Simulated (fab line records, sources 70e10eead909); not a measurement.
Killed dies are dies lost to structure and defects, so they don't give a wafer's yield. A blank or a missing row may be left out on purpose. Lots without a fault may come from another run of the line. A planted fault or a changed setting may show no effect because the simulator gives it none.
Chamber matching | flow nand_harc | NHARC_P_M0_DEP_32 on pecvd-01: 3 sister chambers
The step deposits SiCN, target thk 30 nm. 3 wafers are shown with their chamber, then 7 later ones without.

WAFERS WITH THEIR CHAMBER
wafer  | chamber | heater_power_w (W)
L082.1 | 2       | 446
L090.1 | 1       | 688
L090.2 | 0       | 542

WAFERS WITHOUT THEIR CHAMBER
wafer  | heater_power_w (W)
L090.3 | 508
L091.3 | 516
L091.5 | 524
L091.6 | 577
L093.2 | 563
L093.4 | 606
L093.6 | 491

WHICH CHAMBER EACH WENT THROUGH
wafer  | from the rows above     | in truth
L090.3 | can't be placed: 0 or 2 | 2
L091.3 | can't be placed: 0 or 2 | 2
L091.5 | can't be placed: 0 or 2 | 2
L091.6 | 0                       | 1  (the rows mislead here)
L093.2 | 0                       | 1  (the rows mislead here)
L093.4 | can't be placed: 0 or 1 | 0
L093.6 | can't be placed: 2 or 0 | 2
Placed correctly: 0 of 7. Can't be placed from these rows: 5 (the true chamber is among the candidates in 5). Placed wrongly: 2.
How it was worked out, from the rows above alone: a wafer's distance from a chamber is the root of the sum, over the readings, of the square of ((its reading less the chamber's mean) divided by the reading's scatter). The wafer belongs to the nearest chamber; if the next one is less than 2 further off, it can't be placed. A chamber's mean is the mean of its shown wafers. The scatter: with one shown wafer a chamber, the root of the mean of the squares of how far each hidden wafer lies from its nearest shown one.
